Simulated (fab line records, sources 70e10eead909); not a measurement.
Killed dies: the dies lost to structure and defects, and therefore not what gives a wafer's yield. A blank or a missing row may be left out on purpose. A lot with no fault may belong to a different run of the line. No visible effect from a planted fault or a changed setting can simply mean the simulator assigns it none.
Which tool did it?	flow nandHarc	Sampling: 20 lots, 60 wafers, 6 of 1159 route steps

== WHAT EACH GAUGE READ, for each wafer ==
Not one reading of a measure or inspect step in the record can be checked against a usual standard deviation.

== TOOL THAT RAN EACH LOT (tool first, then ch and the chambers of the sampled wafers, then the start) ==
lot	NHARC_A_CHANNEL_FILL_D1_ETCHBACK_19	NHARC_A_STAIRCASE_ETCH_169	NHARC_A_STAIRCASE_DESCUM_11	NHARC_A_STAIRCASE_TRIM_200	NHARC_A_STAIRCASE_TRIM_222	NHARC_A_STAIRCASE_STRIP_238
L074	rieSi-03 ch 1,3, day 9 17:57	rieDiel-11 ch 1,2, day 10 22:37	rieDiel-11 ch 0,3, day 11 00:28	rieDiel-11 ch 0,2, day 11 12:45 or earlier	rieDiel-13 ch 0,1, day 11 12:45 or earlier	plasmaAsher-01 ch 0,1, day 11 12:45
L075	rieSi-04 ch 0,2,3, day 10 00:23	rieDiel-13 ch 0,1,3, day 11 01:20	rieDiel-11 ch 0,1,3, day 11 02:56	rieDiel-13 ch 0,1,2, day 11 13:10 or earlier	rieDiel-01 ch 0,2,3, day 11 13:10 or earlier	plasmaAsher-01 ch 0,1, day 11 13:10
L077	rieSi-04 ch 1,2,3, day 10 04:10	rieDiel-13 ch 2,3, day 11 06:41	rieDiel-11 ch 0,2,3, day 11 08:31	rieDiel-13 ch 0,1,3, day 11 18:55 or earlier	rieDiel-13 ch 2,3, day 11 18:55 or earlier	plasmaAsher-02 ch 0,1, day 11 18:55
L076	rieSi-03 ch 0,2,3, day 10 04:11	rieDiel-01 ch 0,2,3, day 11 06:25	rieDiel-01 ch 0,2, day 11 08:08	rieDiel-11 ch 1,3, day 11 17:52 or earlier	rieDiel-11 ch 0,1,3, day 11 17:52 or earlier	plasmaAsher-02 ch 0,1, day 11 17:52
L078	rieSi-02 ch 1,2,3, day 10 14:17	rieDiel-01 ch 1,2, day 11 15:24	rieDiel-01 ch 0,1,2, day 11 17:12	rieDiel-11 ch 0,2, day 12 06:06 or earlier	rieDiel-11 ch 0,2,3, day 12 06:06 or earlier	plasmaAsher-02 ch 0,1, day 12 06:06
L081	rieSi-02 ch 0,1,2, day 11 13:03	rieDiel-01 ch 0,1,3, day 12 18:22	rieDiel-11 ch 0,2,3, day 12 20:17	rieDiel-13 ch 1,2,3, day 13 06:24 or earlier	rieDiel-13 ch 1,2,3, day 13 06:24 or earlier	plasmaAsher-01 ch 0,1, day 13 06:24
L082	rieSi-03 ch 0,1,3, day 11 13:04	rieDiel-11 ch 2,3, day 12 13:53	rieDiel-11 ch 1,2, day 12 16:55	rieDiel-01 ch 0,1, day 13 04:48 or earlier	rieDiel-13 ch 1,2, day 13 04:48 or earlier	plasmaAsher-02 ch 0,1, day 13 04:48
L083	rieSi-04 ch 1,2,3, day 11 20:14	rieDiel-01 ch 0,1,2, day 12 21:20	rieDiel-11 ch 0,1,2, day 12 23:05	rieDiel-13 ch 0,1,3, day 13 09:46 or earlier	rieDiel-01 ch 1,2,3, day 13 09:46 or earlier	plasmaAsher-02 ch 0,1, day 13 09:46
L085	rieSi-02 ch 0,2,3, day 12 17:17	rieDiel-11 ch 0,2,3, day 13 18:28	rieDiel-01 ch 0,1,2, day 13 20:13	rieDiel-13 ch 0,2,3, day 14 06:59 or earlier	rieDiel-13 ch 0,1,3, day 14 06:59 or earlier	plasmaAsher-01 ch 0,1, day 14 06:59
L087	rieSi-03 ch 2,3, day 12 17:20	rieDiel-11 ch 1,3, day 13 18:08	rieDiel-13 ch 1,3, day 13 19:55	rieDiel-11 ch 0,3, day 14 07:42 or earlier	rieDiel-13 ch 1,2, day 14 07:42 or earlier	plasmaAsher-02 ch 0,1, day 14 07:42
L088	rieSi-02 ch 0,2,3, day 13 05:27	rieDiel-13 ch 0,2,3, day 14 07:10	rieDiel-13 ch 0,1,3, day 14 08:56	rieDiel-11 ch 0,1,2, day 14 19:26 or earlier	rieDiel-13 ch 1,2,3, day 14 19:26 or earlier	plasmaAsher-02 ch 0,1, day 14 19:26
L090	rieSi-02 ch 1,2,3, day 13 12:07	rieDiel-11 ch 0,2,3, day 14 13:09	rieDiel-13 ch 1,2,3, day 14 14:56	rieDiel-13 ch 0,1,3, day 15 01:08 or earlier	rieDiel-13 ch 0,2,3, day 15 01:08 or earlier	plasmaAsher-02 ch 0,1, day 15 01:08
L089	rieSi-03 ch 1,2,3, day 13 12:07	rieDiel-11 ch 0,2, day 14 13:15	rieDiel-01 ch 0,1,2, day 14 15:07	rieDiel-01 ch 0,3, day 15 03:14 or earlier	rieDiel-11 ch 0,1,3, day 15 03:14 or earlier	plasmaAsher-01 ch 0,1, day 15 03:14
L091	rieSi-03 ch 0,1,2, day 13 16:53	rieDiel-13 ch 1,2, day 14 17:46	rieDiel-13 ch 0,1,2, day 14 19:33	rieDiel-01 ch 0,1,3, day 15 07:23 or earlier	rieDiel-13 ch 1,2,3, day 15 07:23 or earlier	plasmaAsher-02 ch 0,1, day 15 07:23
L092	rieSi-03 ch 0,1,3, day 14 01:59	rieDiel-13 ch 0,2,3, day 15 03:41	rieDiel-01 ch 0,1,3, day 15 05:36	rieDiel-01 ch 0,1,2, day 15 17:52 or earlier	rieDiel-11 ch 0,2,3, day 15 17:52 or earlier	plasmaAsher-02 ch 0,1, day 15 17:52
L093	rieSi-03 ch 1,2,3, day 14 09:58	rieDiel-11 ch 0,2,3, day 15 11:06	rieDiel-13 ch 0,2,3, day 15 12:52	rieDiel-13 ch 0,2,3, day 16 02:13 or earlier	rieDiel-13 ch 1,2,3, day 16 02:13 or earlier	plasmaAsher-01 ch 0,1, day 16 02:13
L094	rieSi-04 ch 2,3, day 14 09:58	rieDiel-01 ch 0,2, day 15 11:16	rieDiel-11 ch 0,1,3, day 15 13:13	rieDiel-01 ch 0,2, day 16 04:14 or earlier	rieDiel-13 ch 0,1, day 16 04:14 or earlier	plasmaAsher-01 ch 0,1, day 16 04:14
L096	rieSi-04 ch 0,2, day 14 23:06	rieDiel-01 ch 1,2, day 15 23:56	rieDiel-13 ch 1,2, day 16 01:52	rieDiel-13 ch 1,2,3, day 16 13:11 or earlier	rieDiel-01 ch 0,3, day 16 13:11 or earlier	plasmaAsher-01 ch 0,1, day 16 13:11
L097	rieSi-04 ch 0,3, day 15 05:17	rieDiel-01 ch 1,2, day 16 09:11	rieDiel-13 ch 1,3, day 16 10:55	rieDiel-11 ch 1,2,3, day 16 21:44 or earlier	rieDiel-01 ch 0,2,3, day 16 21:44 or earlier	plasmaAsher-01 ch 0,1, day 16 21:44
L095	rieSi-02 ch 0,1,2, day 15 05:19	rieDiel-13 ch 0,1,2, day 16 09:22	rieDiel-13 ch 0,1,3, day 16 11:07	rieDiel-13 ch 1,3, day 16 22:11 or earlier	rieDiel-11 ch 0,2,3, day 16 22:11 or earlier	plasmaAsher-02 ch 0,1, day 16 22:11
- NHARC_A_CHANNEL_FILL_D1_ETCHBACK_19: etches the open film in HBr/Cl2, target depth 5 nm, time 1.7 s.
- NHARC_A_STAIRCASE_ETCH_169: etches the open film in CH3F/O2, target depth 50 nm, time 107.1 s.
- NHARC_A_STAIRCASE_DESCUM_11: chemistry O2, time 3 s.
- NHARC_A_STAIRCASE_TRIM_200: chemistry O2, time 211.2 s.
- NHARC_A_STAIRCASE_TRIM_222: chemistry O2, time 211.2 s.
- NHARC_A_STAIRCASE_STRIP_238: strips in O2.

== AS READ BY THE TOOLS THEMSELVES (means over the sampled wafers that have a number; for cases with no such wafer, the mark the record gives instead) ==
NHARC_A_CHANNEL_FILL_D1_ETCHBACK_19.
lot	tool	drypumpMotorCurrentA (A)	heBacksideLeakSccm (sccm)	oesProductAu (a.u.)	throttleValvePct (%)
L074	rieSi-03	5.2	2.3	1.001	26.413
L075	rieSi-04	6.0	2.6	1.009	26.420
L077	rieSi-04	5.6	2.6	1.001	26.411
L076	rieSi-03	5.6	2.6	1.008	26.402
L078	rieSi-02	5.6	2.7	1.014	26.402
L081	rieSi-02	5.8	2.9	1.010	26.406
L082	rieSi-03	5.6	2.4	1.011	26.407
L083	rieSi-04	5.6	2.6	0.998	26.407
L085	rieSi-02	5.9	2.9	1.024	26.405
L087	rieSi-03	5.2	2.7	0.985	26.397
L088	rieSi-02	5.9	3.0	1.025	26.416
L090	rieSi-02	5.6	2.9	1.009	26.400
L089	rieSi-03	5.2	2.5	0.991	26.411
L091	rieSi-03	5.7	2.6	0.989	26.409
L092	rieSi-03	5.6	2.4	1.000	26.410
L093	rieSi-03	5.2	2.5	0.986	26.407
L094	rieSi-04	6.2	2.6	1.014	26.401
L096	rieSi-04	5.6	2.5	0.991	26.407
L097	rieSi-04	6.4	2.8	1.000	26.411
L095	rieSi-02	5.8	2.9	1.018	26.406

NHARC_A_STAIRCASE_ETCH_169.
lot	tool	drypumpMotorCurrentA (A)	mfcArSccm (sccm)	oesProductAu (a.u.)	rfVppV (V)	showerheadPlenumPTorr (Torr)	throttleValvePct (%)
L074	rieDiel-11	5.7	200.2	0.969	244.2	2.39	20.660
L075	rieDiel-13	5.8	200.3	0.970	244.9	2.52	20.658
L077	rieDiel-13	5.4	200.0	0.941	243.8	2.43	20.662
L076	rieDiel-01	5.8	199.9	0.959	246.2	2.54	20.662
L078	rieDiel-01	5.8	199.2	0.983	242.7	2.41	20.666
L081	rieDiel-01	5.8	200.3	0.958	243.6	2.44	20.658
L082	rieDiel-11	5.7	200.4	0.950	243.4	2.44	20.655
L083	rieDiel-01	5.7	199.8	0.923	244.7	2.47	20.670
L085	rieDiel-11	5.6	199.8	0.973	244.3	2.50	20.661
L087	rieDiel-11	5.8	199.8	0.959	244.1	2.45	20.664
L088	rieDiel-13	5.8	200.2	0.981	244.6	2.50	20.666
L090	rieDiel-11	5.6	199.9	0.916	244.7	2.50	20.661
L089	rieDiel-11	5.5	199.2	0.946	244.7	2.51	20.661
L091	rieDiel-13	5.4	199.6	0.959	244.5	2.49	20.670
L092	rieDiel-13	5.7	200.7	0.989	245.7	2.50	20.667
L093	rieDiel-11	5.6	199.8	0.962	244.2	2.50	20.663
L094	rieDiel-01	5.5	199.5	0.943	245.0	2.52	20.668
L096	rieDiel-01	5.8	200.0	0.982	244.6	2.49	20.653
L097	rieDiel-01	5.8	200.0	0.973	243.7	2.40	20.669
L095	rieDiel-13	5.8	200.2	0.969	245.1	2.53	20.671

NHARC_A_STAIRCASE_DESCUM_11.
lot	tool	drypumpMotorCurrentA (A)	mfcArSccm (sccm)	oesProductAu (a.u.)	rfVppV (V)	showerheadPlenumPTorr (Torr)	throttleValvePct (%)
L074	rieDiel-11	5.7	0.013	0.989	57.2	2.01	11.306
L075	rieDiel-11	5.7	0.007	0.994	57.9	1.96	11.302
L077	rieDiel-11	5.6	0.008	0.997	57.8	1.95	11.307
L076	rieDiel-01	5.7	0.029	1.012	57.9	2.00	11.306
L078	rieDiel-01	5.7	0.026	1.003	57.9	1.92	11.315
L081	rieDiel-11	5.6	0.008	1.001	58.6	1.95	11.316
L082	rieDiel-11	5.7	0.001	0.984	57.3	1.86	11.306
L083	rieDiel-11	5.6	0.001	1.002	57.8	1.91	11.309
L085	rieDiel-01	5.7	0.026	0.999	57.7	1.92	11.311
L087	rieDiel-13	5.5	0.000	1.003	58.0	1.89	11.311
L088	rieDiel-13	5.9	0.000	1.014	58.5	1.95	11.320
L090	rieDiel-13	5.4	0.000	1.012	58.2	1.91	11.305
L089	rieDiel-01	5.7	0.026	0.997	58.5	1.92	11.323
L091	rieDiel-13	5.7	0.000	1.013	58.0	1.97	11.311
L092	rieDiel-01	5.7	0.014	0.995	57.7	1.89	11.309
L093	rieDiel-13	5.7	0.000	1.009	57.9	1.95	11.309
L094	rieDiel-11	5.7	0.007	1.005	57.9	1.95	11.297
L096	rieDiel-13	5.4	0.000	1.005	57.7	1.94	11.316
L097	rieDiel-13	5.5	0.000	1.009	58.3	1.91	11.301
L095	rieDiel-13	5.8	0.000	1.009	57.4	1.95	11.306

NHARC_A_STAIRCASE_TRIM_200.
lot	tool	drypumpMotorCurrentA (A)	mfcArSccm (sccm)	oesProductAu (a.u.)	rfVppV (V)	showerheadPlenumPTorr (Torr)	throttleValvePct (%)
L074	rieDiel-11	5.6	0.003	0.996	58.1	3.52	17.042
L075	rieDiel-13	5.8	0.000	1.005	57.8	3.65	17.034
L077	rieDiel-13	5.9	0.000	1.008	58.4	3.61	17.042
L076	rieDiel-11	5.8	0.013	0.986	58.1	3.60	17.039
L078	rieDiel-11	5.5	0.001	0.998	57.9	3.61	17.036
L081	rieDiel-13	5.4	0.000	1.008	58.5	3.53	17.038
L082	rieDiel-01	5.7	0.022	1.001	58.3	3.42	17.033
L083	rieDiel-13	5.9	0.000	1.009	58.3	3.60	17.030
L085	rieDiel-13	5.8	0.000	1.015	58.3	3.59	17.042
L087	rieDiel-11	5.7	0.013	0.986	57.4	3.67	17.041
L088	rieDiel-11	5.6	0.001	1.002	57.9	3.51	17.040
L090	rieDiel-13	5.9	0.000	1.007	58.7	3.60	17.037
L089	rieDiel-01	5.9	0.006	0.977	57.9	3.58	17.031
L091	rieDiel-01	5.8	0.014	0.992	57.6	3.49	17.039
L092	rieDiel-01	5.7	0.026	0.997	58.0	3.53	17.038
L093	rieDiel-13	5.8	0.000	1.012	58.4	3.58	17.041
L094	rieDiel-01	5.7	0.029	0.996	57.3	3.65	17.034
L096	rieDiel-13	5.4	0.000	1.003	56.8	3.52	17.037
L097	rieDiel-11	5.7	0.008	0.996	57.2	3.49	17.023
L095	rieDiel-13	5.5	0.000	1.001	57.8	3.52	17.031

NHARC_A_STAIRCASE_TRIM_222.
lot	tool	drypumpMotorCurrentA (A)	mfcArSccm (sccm)	oesProductAu (a.u.)	rfVppV (V)	showerheadPlenumPTorr (Torr)	throttleValvePct (%)
L074	rieDiel-13	5.9	0.000	0.993	57.8	3.65	17.033
L075	rieDiel-01	5.8	0.018	1.005	57.4	3.63	17.042
L077	rieDiel-13	5.3	0.000	1.009	57.2	3.54	17.041
L076	rieDiel-11	5.7	0.007	0.990	58.3	3.61	17.032
L078	rieDiel-11	5.6	0.008	1.002	58.5	3.60	17.038
L081	rieDiel-13	5.4	0.000	1.009	57.2	3.53	17.038
L082	rieDiel-13	5.3	0.000	1.009	58.0	3.58	17.038
L083	rieDiel-01	5.9	0.020	1.012	57.8	3.54	17.036
L085	rieDiel-13	5.9	0.000	1.004	58.3	3.60	17.038
L087	rieDiel-13	5.4	0.000	1.006	58.1	3.57	17.027
L088	rieDiel-13	5.4	0.000	1.007	57.5	3.53	17.038
L090	rieDiel-13	5.8	0.000	1.015	57.5	3.59	17.029
L089	rieDiel-11	5.7	0.007	1.000	57.4	3.60	17.036
L091	rieDiel-13	5.4	0.000	1.006	57.9	3.52	17.033
L092	rieDiel-11	5.6	0.008	1.002	59.2	3.58	17.037
L093	rieDiel-13	5.4	0.000	1.010	57.2	3.52	17.036
L094	rieDiel-13	5.9	0.000	1.010	58.0	3.63	17.033
L096	rieDiel-01	5.9	0.006	0.986	58.4	3.57	17.038
L097	rieDiel-01	5.8	0.018	0.986	57.7	3.61	17.044
L095	rieDiel-11	5.6	0.008	1.011	57.2	3.58	17.046

NHARC_A_STAIRCASE_STRIP_238.
lot	tool	drypumpMotorCurrentA (A)	heaterPowerW (W)
L074	plasmaAsher-01	5.5	369
L075	plasmaAsher-01	5.4	364
L077	plasmaAsher-02	5.7	350
L076	plasmaAsher-02	5.7	350
L078	plasmaAsher-02	5.7	347
L081	plasmaAsher-01	5.5	355
L082	plasmaAsher-02	5.9	349
L083	plasmaAsher-02	5.7	351
L085	plasmaAsher-01	5.5	356
L087	plasmaAsher-02	5.9	351
L088	plasmaAsher-02	5.7	351
L090	plasmaAsher-02	5.7	351
L089	plasmaAsher-01	5.4	350
L091	plasmaAsher-02	5.9	351
L092	plasmaAsher-02	5.7	348
L093	plasmaAsher-01	5.5	353
L094	plasmaAsher-01	5.4	354
L096	plasmaAsher-01	5.4	351
L097	plasmaAsher-01	5.4	351
L095	plasmaAsher-02	5.9	334

== THE ANSWER, worked out from the rows above alone ==
Rule: the lots themselves supply what counts as usual. Put in order of their means at a reading, lots are off if they are a third of the lots or fewer, leave a main group of 4 or more, and stand apart from it by a gap of 3 or more times the standard deviation of the main group's means; of several such gaps the widest counts. A main group is skipped when, at the precision printed for the reading in the tables above, its means are all equal. Also off: a lot with no number at a reading for which 4 or more lots have one. Any other lot the step has rows for is counted as sound. Order of review: gauges by route order, followed by the tools' own readings, for which a lot's mean as printed above is used. At the first step where some lot is off, the reading lying furthest off is the one used; lots without a number count as furthest.
No lot is off on any of the readings shown, so nothing can be concluded from this.

== WHAT HAD BEEN PUT IN BY THE SIMULATOR ==
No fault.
